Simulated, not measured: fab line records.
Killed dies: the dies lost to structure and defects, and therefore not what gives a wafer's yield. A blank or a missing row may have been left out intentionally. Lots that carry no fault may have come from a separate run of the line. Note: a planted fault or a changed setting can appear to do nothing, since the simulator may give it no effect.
fab line records | flow nandHarc
record lots=12 wafers=36 lastDay=33
route steps=1302 shown P_STI@90 P_GATE@132 END@1302
lots with no fault: from the same line, run without faults
startH: the number of hours between the record's first day and the start of the first shown wafer of the lot | waitH: hours from the lot's prior step to this one | " unchanged from the row above | L1.1+2: a row that stands for several wafers | - no value present, or no start provided | * or withheld: withheld | < > ~ a bound
route shown NAME@n: names a module that has steps shown in the file, with the first one's number in the route | usual: mean/standard deviation of fault-free wafers | same: alike in all rows | chamber/n: place in a boat | sites: each site's reading | _std_site: how widely they spread, as a standard deviation | _edge_site: inner sites' mean taken away from outer sites' mean | radiusMm: for every site, how far away it sits from the centre of the wafer | mask NAME#n: copy n | behind: tool/chamber where the wafer was last shaped | hold: reason for holding the lot/hours on hold/outcome of the hold | device: which transistor (n, p or np) failed to switch | end of line: at the end of the route, the tests of the same wafers | a step with no rows: only its recipe | killed: dies lost to structure and defects at the first sort, not the wafer's yield | map: a wafer's dies, marking killed ones x, the rest . and places with no die _
set.NAME: the setting that was run; set.NAME@STEP: the one run at that earlier step | model.NAME: the simulator's own value behind a step, which no gauge read
the route's steps for a sample of lots (tables are steps, rows are wafers)
services: when a tool's chamber went out of use (startH, in hours from the record's first day, below 0 if earlier), for how many hours, and the reason
## steps
# step NHARC_P_STI_ETCH_15
# recipe targetDepthA=3000 taperDeg=4 timeS=100.1 hbrFlowSccm=150 cl2FlowSccm=50 rfW=400 icpW=400 biasW=100 chemistry=HBr/Cl2
# usual drypumpMotorCurrentA=5.5/0.35 oesProductAu=1.000/0.0073 throttleValvePct=26.405/0.0085
# columns lot.wafer tool chamber startH waitH drypumpMotorCurrentA oesProductAu rfHoursCounterH throttleValvePct
L544.3 rieSi-04 3 55.86 - 5.7 0.996 0.4 26.396
L544.1 " 0 " " 5.4 1.010 0.3 26.410
L544.6 " 2 " " 5.1 1.011 - 26.407
L546.4 rieSi-04 0 75.81 - 5.5 1.009 0.4 26.412
L546.5 " 2 " " 5.2 1.004 - 26.405
L546.6 " 3 " " 5.7 1.008 - 26.391
L548.1 rieSi-04 1 95.63 - 5.9 0.990 0.8 26.392
L548.4 " 2 " " 5.2 0.992 0.8 26.399
L548.6 " 0 " " 5.4 1.001 - 26.404
L551.4 rieSi-03 3 125.87 - 4.8 0.993 0.3 26.406
L551.3 " 2 " " 5.1 1.006 0.4 26.396
L551.5 " 3 " " 4.8 0.997 - 26.406
L552.4 rieSi-04 0 134.49 - 5.5 1.007 0.9 26.404
L552.3 " 1 " " 5.9 1.006 1.0 26.411
L552.6 " 3 " " 5.7 0.994 - 26.392
L559.1 rieSi-02 1 203.44 - 5.8 0.999 0.6 26.398
L559.4 " 2 " " 6.0 0.986 0.6 26.406
L559.6 " 1 " " 5.8 0.989 - 26.433
L560.2 rieSi-04 2 214.22 - 5.2 1.007 0.4 26.409
L560.1 " 3 " " 5.7 1.001 0.2 26.408
L560.4 " 0 " " 5.4 0.998 0.2 26.392
L561.4 rieSi-04 1 223.64 - 5.9 1.008 0.4 26.412
L561.2 " 3 " " 5.7 1.010 0.4 26.403
L561.6 " 1 " " 5.9 1.004 - 26.414
L562.1 rieSi-04 1 234.73 - 5.9 0.999 0.5 26.410
L562.2 " 0 " " 5.4 0.999 0.4 26.390
L562.5 " 2 " " 5.2 1.004 - 26.401
L563.4 rieSi-04 2 245.30 - 5.1 1.008 0.7 26.391
L563.1 " 0 " " 5.5 1.001 0.4 26.422
L563.5 " 2 " " 5.2 1.014 - 26.419
L564.4 rieSi-04 2 254.78 - 5.2 0.997 0.8 26.408
L564.2 " 3 " " 5.7 1.001 0.6 26.406
L564.5 " 1 " " 5.9 0.993 - 26.415
L566.2 rieSi-02 3 274.59 - 5.9 1.003 1.0 26.398
L566.4 " 2 " " 5.9 0.992 1.1 26.411
L566.6 " 3 " " 5.8 0.989 - 26.400
# step NHARC_P_STI_INSPECT_25
# usual rawDefectCount=209/73
# columns lot.wafer tool chamber startH waitH rawDefectCount
L544.1 defectInspect-01 - 83.30 0.4 260
L544.3 " - " " 214
L544.6 " - " " 137
L546.4 defectInspect-01 - 103.67 0.4 155
L546.5 " - " " 166
L546.6 " - " " 190
L548.1 defectInspect-02 - 122.71 0.4 217
L548.4 " - " " 187
L548.6 " - " " 145
L551.3 defectInspect-02 - 155.37 0.4 186
L551.4 " - " " 262
L551.5 " - " " 170
L552.3 defectInspect-02 - 162.84 0.4 214
L552.4 " - " " 170
L552.6 " - " " 224
L559.1 defectInspect-01 - 229.80 0.4 140
L559.4 " - " " 210
L559.6 " - " " 146
L560.1 defectInspect-01 - 239.36 0.4 244
L560.2 " - " " 170
L560.4 " - " " 260
L561.2 defectInspect-01 - 250.99 0.4 170
L561.4 " - " " 185
L561.6 " - " " 175
L562.1 defectInspect-01 - 260.20 0.4 155
L562.2 " - " " 228
L562.5 " - " " 285
L563.1 defectInspect-02 - 270.74 0.4 148
L563.4 " - " " 211
L563.5 " - " " 167
L564.2 defectInspect-01 - 283.74 0.4 264
L564.4 " - " " 156
L564.5 " - " " 566
L566.2 defectInspect-02 - 302.97 0.4 142
L566.4 " - " " 187
L566.6 " - " " 153
# step NHARC_P_GATE_DEP_103
# recipe targetThkA=300 targetThkNm=30 tempC=400 flowSccm=200 rfW=350 material=SiON
# usual heaterPowerOuterW=425/56 heaterPowerW=710/84
# columns lot.wafer tool chamber startH waitH heaterPowerOuterW heaterPowerW
L544.1 pecvd-03 0 106.30 0.6 480 787
L544.3 " 2 " " 513 816
L544.6 " 2 " " 518 813
L546.5 pecvd-04 2 130.47 0.2 436 686
L546.4 " 0 " " 365 590
L546.6 " 1 " " 505 790
L548.1 pecvd-04 0 144.43 0.6 427 701
L548.4 " 1 " " 467 762
L548.6 " 0 " " 427 702
L551.3 pecvd-03 0 180.98 0.4 441 754
L551.5 " 1 " " 422 698
L551.4 " 2 " " 467 758
L552.3 pecvd-02 1 187.26 0.4 316 614
L552.6 " 0 " " 473 821
L552.4 " 1 " " 324 608
L559.1 pecvd-03 1 253.83 0.6 - -
L559.6 " 0 " " - -
L559.4 " 1 " " - -
L560.1 pecvd-03 1 264.99 0.6 - -
L560.2 " 2 " " - -
L560.4 " 2 " " - -
L561.2 pecvd-02 2 273.60 0.5 342 574
L561.4 " 0 " " 508 858
L561.6 " 2 " " 346 580
L562.1 pecvd-04 0 290.78 0.6 429 688
L562.2 " 2 " " 412 666
L562.5 " 2 " " 414 666
L563.1 pecvd-02 1 295.46 0.6 331 613
L563.5 " 1 " " 329 630
L563.4 " 0 " " 517 858
L564.2 pecvd-04 0 307.15 0.5 402 679
L564.5 " 2 " " 375 622
L564.4 " 1 " " 408 676
L566.2 pecvd-02 0 326.55 0.4 431 794
L566.6 " 0 " " 456 784
L566.4 " 2 " " 389 625
# step NHARC_P_GATE_HM_OPEN_105
# recipe targetDepthA=3600 o2FlowSccm=400 cosFlowSccm=20 arFlowSccm=0 rfW=500 biasW=300 chemistry=O2/COS
# usual drypumpMotorCurrentA=5.6/0.48 oesProductAu=1.002/0.0068 rfVppV=467.3/2.7 showerheadPlenumPTorr=3.13/0.12 throttleValvePct=28.330/0.01
# columns lot.wafer tool chamber startH waitH drypumpMotorCurrentA oesProductAu rfHoursCounterH rfVppV showerheadPlenumPTorr throttleValvePct
L544.1 rieDiel-11 0 - - 5.1 0.995 0.2 466.1 3.01 28.325
L544.3 " 1 " " 5.0 0.989 0.2 469.7 3.12 28.339
L544.6 " 0 " " 5.1 0.999 - 464.7 3.01 28.337
L546.4 rieDiel-11 0 - - 5.1 1.001 - 466.1 3.01 28.346
L546.5 " 1 " " 4.9 1.005 - 467.1 3.12 28.324
L546.6 " 3 " " 6.0 1.001 - 463.7 2.96 28.325
L548.1 rieDiel-10 3 - - 5.1 1.006 5.8 470.0 3.21 28.336
L548.4 " 1 " " 5.6 1.017 3.6 466.4 3.03 28.344
L548.6 " 2 " " 6.4 1.012 - 469.2 3.18 28.324
L551.3 rieDiel-11 3 - - 6.1 1.006 5.1 462.6 2.96 28.331
L551.4 " 0 " " 5.1 1.006 5.0 465.7 3.01 28.326
L551.5 " 2 " " 5.9 0.996 - 466.7 3.16 28.330
L552.3 rieDiel-11 3 - - 6.1 1.000 5.3 461.9 2.96 28.320
L552.4 " 0 " " 5.1 0.997 5.3 465.6 3.01 28.328
L552.6 " 1 " " 4.9 0.995 - 467.0 3.12 28.318
L559.1 rieDiel-11 0 - - 5.1 1.011 9.6 464.5 3.00 28.352
L559.4 " 3 " " 6.1 1.011 8.9 465.7 2.96 28.324
L559.6 " 0 " " 5.1 1.002 - 462.6 3.00 28.333
L560.1 rieDiel-10 3 - - 5.2 1.002 1.7 468.6 3.21 28.317
L560.4 " 0 " " 6.2 0.996 1.6 470.3 3.31 28.336
L560.2 " 2 " " 6.3 1.005 2.6 468.1 3.17 28.324
L561.2 rieDiel-11 1 - - 4.9 1.009 0.2 466.9 3.12 28.347
L561.4 " 2 " " 5.9 0.992 0.3 469.3 3.15 28.335
L561.6 " 2 " " 5.9 1.003 - 467.6 3.15 28.353
L562.2 rieDiel-11 3 - - 6.1 0.995 0.5 464.5 2.96 28.327
L562.1 " 2 " " 6.0 1.006 0.5 465.6 3.15 28.336
L562.5 " 0 " " 5.1 1.003 - 465.2 3.00 28.317
L563.1 rieDiel-11 2 - - 5.9 1.013 0.5 467.0 3.15 28.330
L563.4 " 0 " " 5.1 1.001 0.6 463.3 3.00 28.324
L563.5 " 2 " " 5.9 1.003 - 467.6 3.15 28.340
L564.4 rieDiel-11 3 - - 6.1 0.996 0.9 462.8 2.96 28.317
L564.2 " 2 " " 6.0 1.005 0.8 467.4 3.15 28.340
L564.5 " 3 " " 6.1 1.008 - 463.7 2.96 28.342
L566.2 rieDiel-11 0 - - 5.1 1.003 1.3 464.6 3.00 28.335
L566.4 " 2 " " 6.0 1.004 - 467.0 3.15 28.313
L566.6 " 3 " " 6.1 1.007 - 461.5 2.96 28.336
# step NHARC_END_SORT_01
# recipe tempC=25
# usual killedAtArray=56/20 killedAtOther=1/1.3 killedAtPeriphery=3.5/2.7 killedDies=60/20 killedOpen=3.3/1.6 killedShort=2.4/1.5
# same grossDies=677
# columns lot.wafer tool chamber startH waitH hold killedAtArray killedAtOther killedAtPeriphery killedDies killedOpen killedShort
L544.1 prober-02 0 563.66 2.5 - 76 1 9 86 3 4
L544.3 prober-02 0 565.26 3.1 - 74 1 2 77 3 4
L544.6 prober-02 0 567.67 4.0 - 62 0 7 69 4 3
L546.4 prober-01 0 582.57 3.5 - 44 0 2 46 4 3
L546.5 prober-01 0 583.38 3.8 - 52 1 2 55 4 3
L546.6 prober-01 0 584.20 4.1 - 34 1 3 38 3 1
L548.1 prober-02 0 610.47 2.5 - 35 0 1 36 5 2
L548.4 prober-02 0 612.87 3.4 - 61 0 3 64 5 3
L548.6 prober-02 0 614.46 4.0 - 57 1 1 59 3 2
L551.3 prober-01 0 633.56 3.1 - 68 1 0 69 3 4
L551.4 prober-01 0 634.36 3.4 - 59 6 2 67 2 3
L551.5 prober-01 0 635.16 3.7 - 48 1 3 52 4 1
L552.3 prober-02 0 648.84 3.1 - 53 1 4 58 1 3
L552.4 prober-02 0 649.65 3.4 - 61 0 3 64 4 4
L552.6 prober-02 0 651.26 4.0 - 50 0 1 51 1 3
L559.1 prober-02 0 721.96 2.5 awaitDispo/5.1h/scrap 117 1 559 677 3 1
L559.4 prober-02 0 724.35 3.4 awaitDispo/5.1h/scrap 105 0 572 677 4 4
L559.6 prober-02 0 725.94 4.0 awaitDispo/5.1h/scrap 74 1 602 677 4 0
L560.1 prober-01 0 721.97 2.5 awaitDispo/2.6h/scrap 53 1 623 677 3 2
L560.2 prober-01 0 722.77 2.8 awaitDispo/2.6h/scrap 44 0 633 677 2 5
L560.4 prober-01 0 724.38 3.4 awaitDispo/2.6h/scrap 45 2 630 677 2 3
L561.2 prober-02 0 730.51 2.8 - 26 0 1 27 2 1
L561.4 prober-02 0 732.12 3.4 - 31 0 2 33 3 5
L561.6 prober-02 0 733.72 4.0 - 27 0 4 31 4 2
L563.1 prober-02 0 748.62 2.5 - 41 1 5 47 4 3
L563.4 prober-02 0 750.99 3.4 - 37 2 6 45 3 3
L563.5 prober-02 0 751.77 3.6 - 32 0 8 40 2 0
L562.1 prober-01 0 748.67 2.5 - 75 2 6 83 4 2
L562.2 prober-01 0 749.48 2.8 - 73 4 4 81 0 1
L562.5 prober-01 0 751.89 3.7 - 80 1 0 81 3 2
L564.2 prober-02 0 772.10 2.8 - 48 4 1 53 4 2
L564.4 prober-02 0 773.69 3.4 - 37 1 2 40 2 0
L564.5 prober-02 0 774.49 3.7 - 38 0 2 40 3 5
L566.2 prober-01 0 781.06 2.8 - 12 1 1 14 3 1
L566.4 prober-01 0 782.62 3.3 - 15 2 2 19 5 2
L566.6 prober-01 0 784.18 3.9 - 16 3 2 21 4 3
# killed by level:class
L544.1 A_CHANNEL_HOLE_D1:chamberFilmFlake=30 A_SLIT:chamberFilmFlake=19 A_CHANNEL_HOLE_D2:chamberFilmFlake=9 A_STAIRCASE:chamberFilmFlake=4 A_WL_FILL:chamberFilmFlake=4 A_M0:geometricParticle:short=3 P_ZERO_WELL:chamberFilmFlake=3 P_M0:chamberFilmFlake=3
L544.3 A_CHANNEL_HOLE_D1:chamberFilmFlake=27 A_SLIT:chamberFilmFlake=21 A_CHANNEL_HOLE_D2:chamberFilmFlake=9 A_STAIRCASE:chamberFilmFlake=5 A_CHANNEL_FILL_D2:chamberFilmFlake=2 A_CONTACT:chamberFilmFlake=2 P_ZERO_WELL:geometricParticle:short=1 A_CHANNEL_HOLE_D1:geometricParticle:open=1
L544.6 A_CHANNEL_HOLE_D1:chamberFilmFlake=21 A_SLIT:chamberFilmFlake=17 A_CHANNEL_HOLE_D2:chamberFilmFlake=4 P_ZERO_WELL:chamberFilmFlake=3 A_CHANNEL_FILL_D2:chamberFilmFlake=3 A_STAIRCASE:chamberFilmFlake=3 A_WL_FILL:chamberFilmFlake=3 A_CONTACT:chamberFilmFlake=3
L546.4 A_CHANNEL_HOLE_D1:chamberFilmFlake=21 A_CHANNEL_HOLE_D2:chamberFilmFlake=9 A_CONTACT:chamberFilmFlake=6 A_ONON_D2:geometricParticle:short=2 P_M1:geometricParticle:short=1 A_ONON_D1:geometricParticle:open=1 A_DECK1_JOINT:geometricParticle:open=1 A_CHANNEL_HOLE_D2:geometricParticle:open=1
L546.5 A_CHANNEL_HOLE_D1:chamberFilmFlake=36 A_CHANNEL_HOLE_D2:chamberFilmFlake=8 A_CONTACT:chamberFilmFlake=3 A_SGD_CUT:geometricParticle:open=2 P_M0:geometricParticle:open=1 A_ONON_D1:geometricParticle:short=1 A_DECK1_JOINT:geometricParticle:short=1 A_M0:geometricParticle:open=1
L546.6 A_CHANNEL_HOLE_D1:chamberFilmFlake=17 A_CHANNEL_HOLE_D2:chamberFilmFlake=8 A_CONTACT:chamberFilmFlake=4 P_M0:geometricParticle:open=1 A_ONON_D1:geometricParticle:open=1 A_DECK1_JOINT:geometricParticle:open=1 STARTING-WAFER:geometricParticle:short=1 P_ZERO_WELL:chamberFilmFlake=1
L548.1 A_CHANNEL_HOLE_D2:chamberFilmFlake=13 A_CHANNEL_HOLE_D1:chamberFilmFlake=10 A_CHANNEL_FILL_D1:chamberFilmFlake=3 A_DECK1_JOINT:chamberFilmFlake=2 P_CONTACT:geometricParticle:open=1 A_DECK1_JOINT:geometricParticle:open=1 A_DECK1_JOINT:geometricParticle:short=1 A_ONON_D2:geometricParticle:open=1
L548.4 A_CHANNEL_HOLE_D1:chamberFilmFlake=25 A_CHANNEL_HOLE_D2:chamberFilmFlake=23 A_CHANNEL_FILL_D1:chamberFilmFlake=3 A_DECK1_JOINT:geometricParticle:open=2 A_CONTACT:chamberFilmFlake=2 P_GATE:geometricParticle:open=1 A_ONON_D1:geometricParticle:short=1 A_DECK1_JOINT:geometricParticle:short=1
L548.6 A_CHANNEL_HOLE_D1:chamberFilmFlake=31 A_CHANNEL_HOLE_D2:chamberFilmFlake=19 A_CONTACT:chamberFilmFlake=3 P_CONTACT:geometricParticle:short=1 A_CHANNEL_HOLE_D1:geometricParticle:open=1 A_CHANNEL_FILL_D1:geometricParticle:short=1 A_CHANNEL_HOLE_D2:geometricParticle:open=1 STARTING-WAFER:geometricParticle:open=1
L551.3 A_CHANNEL_HOLE_D2:chamberFilmFlake=32 A_SLIT:chamberFilmFlake=24 A_CONTACT:chamberFilmFlake=2 A_SOURCE_PLATE:geometricParticle:open=1 A_CHANNEL_FILL_D1:geometricParticle:short=1 A_ONON_D2:geometricParticle:short=1 A_CHANNEL_HOLE_D2:geometricParticle:short=1 A_SGD_CUT:geometricParticle:open=1
L551.4 A_SLIT:chamberFilmFlake=29 A_CHANNEL_HOLE_D2:chamberFilmFlake=18 THIN_TSV:chamberFilmFlake=5 A_CHANNEL_HOLE_D1:chamberFilmFlake=4 A_CHANNEL_FILL_D2:chamberFilmFlake=3 A_CHANNEL_FILL_D2:geometricParticle:short=2 P_GATE:geometricParticle:open=1 A_CHANNEL_FILL_D1:geometricParticle:open=1
L551.5 A_SLIT:chamberFilmFlake=23 A_CHANNEL_HOLE_D2:chamberFilmFlake=13 A_CHANNEL_HOLE_D1:chamberFilmFlake=6 P_STI:geometricParticle:short=1 P_CONTACT:geometricParticle:open=1 A_CONTACT:geometricParticle:open=1 A_BLC:geometricParticle:open=1 A_M0:geometricParticle:open=1
L552.3 A_SLIT:chamberFilmFlake=24 A_CHANNEL_HOLE_D2:chamberFilmFlake=15 A_CONTACT:chamberFilmFlake=7 A_CHANNEL_FILL_D1:geometricParticle:short=2 P_BONDPAD:chamberFilmFlake=2 P_M0:geometricParticle:short=1 A_ONON_D1:geometricParticle:open=1 P_GATE:chamberFilmFlake=1
L552.4 A_SLIT:chamberFilmFlake=28 A_CHANNEL_HOLE_D2:chamberFilmFlake=16 A_CHANNEL_HOLE_D1:chamberFilmFlake=3 A_CHANNEL_FILL_D1:chamberFilmFlake=3 A_CONTACT:chamberFilmFlake=3 P_GATE:geometricParticle:open=1 P_CONTACT:geometricParticle:short=1 A_ONON_D1:geometricParticle:short=1
L552.6 A_SLIT:chamberFilmFlake=25 A_CHANNEL_HOLE_D2:chamberFilmFlake=12 A_CONTACT:chamberFilmFlake=4 A_CHANNEL_HOLE_D1:chamberFilmFlake=2 A_SOURCE_PLATE:geometricParticle:short=1 A_DECK1_JOINT:geometricParticle:short=1 A_ONON_D2:geometricParticle:short=1 A_BLC:geometricParticle:open=1
L559.1 P_GATE:areaDep=558 A_CHANNEL_HOLE_D1:chamberFilmFlake=39 A_SLIT:chamberFilmFlake=32 A_CHANNEL_HOLE_D2:chamberFilmFlake=27 A_CONTACT:chamberFilmFlake=9 A_WL_FILL:chamberFilmFlake=3 A_STAIRCASE:chamberFilmFlake=2 A_SGD_CUT:geometricParticle:open=1
L560.1 P_GATE:areaDep=622 A_CHANNEL_HOLE_D1:chamberFilmFlake=35 A_SLIT:chamberFilmFlake=4 A_CONTACT:chamberFilmFlake=3 A_STAIRCASE:chamberFilmFlake=3 P_M0:geometricParticle:open=1 A_SOURCE_PLATE:geometricParticle:open=1 A_CHANNEL_FILL_D1:geometricParticle:short=1
L560.2 P_GATE:areaDep=632 A_CHANNEL_HOLE_D1:chamberFilmFlake=15 A_CONTACT:chamberFilmFlake=7 A_SLIT:chamberFilmFlake=5 A_CHANNEL_FILL_D1:geometricParticle:short=3 A_CHANNEL_FILL_D1:chamberFilmFlake=3 A_STAIRCASE:chamberFilmFlake=3 A_WL_FILL:chamberFilmFlake=2
L559.4 P_GATE:areaDep=570 A_SLIT:chamberFilmFlake=34 A_CHANNEL_HOLE_D1:chamberFilmFlake=28 A_CHANNEL_HOLE_D2:chamberFilmFlake=24 A_WL_FILL:chamberFilmFlake=5 A_DECK1_JOINT:chamberFilmFlake=3 P_GATE:chamberFilmFlake=2 A_CONTACT:chamberFilmFlake=2
L560.4 P_GATE:areaDep=626 A_CHANNEL_HOLE_D1:chamberFilmFlake=27 A_CONTACT:chamberFilmFlake=7 A_SLIT:chamberFilmFlake=3 P_M2:chamberFilmFlake=2 THIN_TSV:chamberFilmFlake=2 P_M0:geometricParticle:open=1 A_SOURCE_PLATE:geometricParticle:short=1
L559.6 P_GATE:areaDep=601 A_SLIT:chamberFilmFlake=34 A_CHANNEL_HOLE_D1:chamberFilmFlake=16 A_CHANNEL_HOLE_D2:chamberFilmFlake=13 A_CONTACT:chamberFilmFlake=5 A_STAIRCASE:chamberFilmFlake=2 P_CONTACT:geometricParticle:open=1 A_ONON_D1:geometricParticle:open=1
L561.2 A_CHANNEL_HOLE_D1:chamberFilmFlake=12 A_STAIRCASE:chamberFilmFlake=4 A_SLIT:chamberFilmFlake=3 A_BLC:chamberFilmFlake=2 A_ONON_D1:geometricParticle:short=1 A_BLC:geometricParticle:open=1 A_M1:geometricParticle:open=1 P_GATE:chamberFilmFlake=1
L561.4 A_CHANNEL_HOLE_D1:chamberFilmFlake=10 A_SLIT:chamberFilmFlake=4 A_BLC:chamberFilmFlake=4 A_STAIRCASE:chamberFilmFlake=3 A_CHANNEL_FILL_D2:geometricParticle:short=2 A_CONTACT:chamberFilmFlake=2 P_CONTACT:geometricParticle:short=1 A_ONON_D1:geometricParticle:open=1
L561.6 A_CHANNEL_HOLE_D1:chamberFilmFlake=8 A_CONTACT:chamberFilmFlake=4 P_GATE:chamberFilmFlake=3 A_STAIRCASE:chamberFilmFlake=3 A_CHANNEL_FILL_D2:geometricParticle:open=2 A_SLIT:chamberFilmFlake=2 A_BLC:chamberFilmFlake=2 A_DECK1_JOINT:geometricParticle:short=1
L563.1 A_CHANNEL_HOLE_D1:chamberFilmFlake=23 A_CONTACT:chamberFilmFlake=7 P_CONTACT:chamberFilmFlake=3 A_DECK1_JOINT:geometricParticle:open=2 A_SLIT:chamberFilmFlake=2 P_CONTACT:geometricParticle:open=1 A_CHANNEL_FILL_D1:geometricParticle:short=1 A_DECK1_JOINT:geometricParticle:short=1
L562.1 A_SLIT:chamberFilmFlake=30 A_CHANNEL_HOLE_D2:chamberFilmFlake=18 A_CHANNEL_HOLE_D1:chamberFilmFlake=14 A_CONTACT:chamberFilmFlake=5 A_CHANNEL_FILL_D1:chamberFilmFlake=3 P_M0:geometricParticle:open=2 P_GATE:chamberFilmFlake=2 THIN_TSV:chamberFilmFlake=2
L562.2 A_SLIT:chamberFilmFlake=31 A_CHANNEL_HOLE_D2:chamberFilmFlake=22 A_CHANNEL_HOLE_D1:chamberFilmFlake=11 A_CONTACT:chamberFilmFlake=6 THIN_TSV:chamberFilmFlake=4 A_WL_FILL:chamberFilmFlake=2 P_M0:geometricParticle:short=1 P_ZERO_WELL:chamberFilmFlake=1
L563.4 A_CHANNEL_HOLE_D1:chamberFilmFlake=18 A_STAIRCASE:chamberFilmFlake=4 P_STI:chamberFilmFlake=2 P_CONTACT:chamberFilmFlake=2 A_CHANNEL_FILL_D2:chamberFilmFlake=2 A_SLIT:chamberFilmFlake=2 A_CONTACT:chamberFilmFlake=2 A_BONDPAD:chamberFilmFlake=2
L563.5 A_CHANNEL_HOLE_D1:chamberFilmFlake=17 P_CONTACT:chamberFilmFlake=8 A_SLIT:chamberFilmFlake=5 A_CONTACT:chamberFilmFlake=5 A_SGD_CUT:chamberFilmFlake=2 A_DECK1_JOINT:geometricParticle:open=1 A_ONON_D2:geometricParticle:open=1 A_CHANNEL_FILL_D1:chamberFilmFlake=1
L562.5 A_SLIT:chamberFilmFlake=36 A_CHANNEL_HOLE_D2:chamberFilmFlake=21 A_CHANNEL_HOLE_D1:chamberFilmFlake=8 A_CONTACT:chamberFilmFlake=4 A_DECK1_JOINT:geometricParticle:short=2 A_CHANNEL_FILL_D1:chamberFilmFlake=2 A_BONDPAD:chamberFilmFlake=2 A_ONON_D1:geometricParticle:open=1
L564.2 A_CHANNEL_HOLE_D1:chamberFilmFlake=22 A_CONTACT:chamberFilmFlake=11 A_SLIT:chamberFilmFlake=5 THIN_TSV:chamberFilmFlake=4 A_DECK1_JOINT:chamberFilmFlake=2 A_WL_FILL:chamberFilmFlake=2 A_CHANNEL_HOLE_D1:geometricParticle:open=1 A_CHANNEL_FILL_D1:geometricParticle:open=1
L564.4 A_CHANNEL_HOLE_D1:chamberFilmFlake=16 A_CONTACT:chamberFilmFlake=11 A_SLIT:chamberFilmFlake=5 A_CHANNEL_FILL_D1:chamberFilmFlake=2 P_M1:geometricParticle:open=1 A_SGD_CUT:geometricParticle:open=1 P_ZERO_WELL:chamberFilmFlake=1 A_DECK1_JOINT:chamberFilmFlake=1
L564.5 A_CHANNEL_HOLE_D1:chamberFilmFlake=13 A_CONTACT:chamberFilmFlake=10 A_SLIT:chamberFilmFlake=5 A_DECK1_JOINT:chamberFilmFlake=2 P_M0:geometricParticle:short=1 A_ONON_D1:geometricParticle:open=1 A_ONON_D1:geometricParticle:short=1 A_CHANNEL_HOLE_D1:geometricParticle:open=1
L566.2 A_SLIT:chamberFilmFlake=3 A_BLC:chamberFilmFlake=2 A_ONON_D1:geometricParticle:open=1 A_STAIRCASE:geometricParticle:open=1 A_BLC:geometricParticle:open=1 A_M1:geometricParticle:short=1 P_ZERO_WELL:chamberFilmFlake=1 A_CHANNEL_FILL_D1:chamberFilmFlake=1
L566.4 A_SLIT:chamberFilmFlake=3 A_CHANNEL_HOLE_D2:chamberFilmFlake=2 A_CONTACT:chamberFilmFlake=2 THIN_TSV:chamberFilmFlake=2 P_GATE:geometricParticle:open=1 P_M0:geometricParticle:open=1 A_ONON_D1:geometricParticle:open=1 A_ONON_D1:geometricParticle:short=1
L566.6 A_SLIT:chamberFilmFlake=6 THIN_TSV:chamberFilmFlake=3 A_BLC:chamberFilmFlake=2 P_GATE:geometricParticle:open=1 P_M1:geometricParticle:short=1 A_SOURCE_PLATE:geometricParticle:open=1 A_CHANNEL_FILL_D1:geometricParticle:open=1 A_DECK1_JOINT:geometricParticle:open=1
## services
# columns tool chamber startH hours kind
rieSi-02 1 32.81 5.7 repair
pecvd-02 - 36.99 0.6 repair
pecvd-02 - 46.09 13.0 pm
rieDiel-10 1 62.29 33.3 repair
rieDiel-10 - 65.50 9.0 pm
pecvd-03 2 76.90 4.6 repair
rieDiel-11 - 78.50 9.0 pm
rieSi-02 - 86.51 0.2 repair
pecvd-04 - 88.20 13.0 pm
rieDiel-11 2 126.05 7.7 repair
rieSi-04 3 136.62 3.7 repair
rieSi-04 1 160.91 5.0 repair
rieSi-04 - 165.00 9.0 pm
pecvd-03 - 185.01 13.0 pm
pecvd-02 - 227.16 13.0 pm
rieDiel-11 3 235.76 19.0 repair
rieDiel-11 - 255.50 9.0 pm
pecvd-04 - 269.20 13.0 pm
pecvd-03 - 270.05 1.9 repair
rieDiel-11 - 277.05 0.4 repair
pecvd-04 1 282.62 10.5 repair
rieSi-04 3 283.30 6.3 repair
rieSi-04 2 301.01 1.9 repair
rieDiel-11 1 323.29 5.4 repair
## key
firstSign step=NHARC_P_GATE_DEP_103 reading=toolRecord direction=missing
effect step=NHARC_END_SORT_01 reading=killedAtPeriphery direction=up sigmas=99+ usual=3.5 struck=603.2
moreKillsBornAt NHARC_P_GATE_DEP_103@pecvd-03=3609
metAt NHARC_P_GATE_DEP_103
struckLots L559,L560
laterRowsLeftOut L559.1,L559.4,L559.6,L560.1,L560.2,L560.4
testerLeftOut L559,L560
notActingAt NHARC_P_STI_ETCH_15,NHARC_P_STI_INSPECT_25,NHARC_P_GATE_HM_OPEN_105
onsetBetween 180.98 253.83
fault kind=skippedStepWhole tool=pecvd-03 chamber=- onsetH=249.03 steps=NHARC_P_GATE_DEP_103 scope=struckLotsOnly
# testerLeftOut: of these lots the tester's yield and bins aren't shown, on N5 and GAA mostly nor the transistor test; their killed dies are dies lost to structure and defects alone, not to doping, threshold or leakage, so they don't give the yield
# laterRowsLeftOut: the simulator's readings of these wafers behind a module that went badly wrong aren't trusted and aren't shown, but for the sort
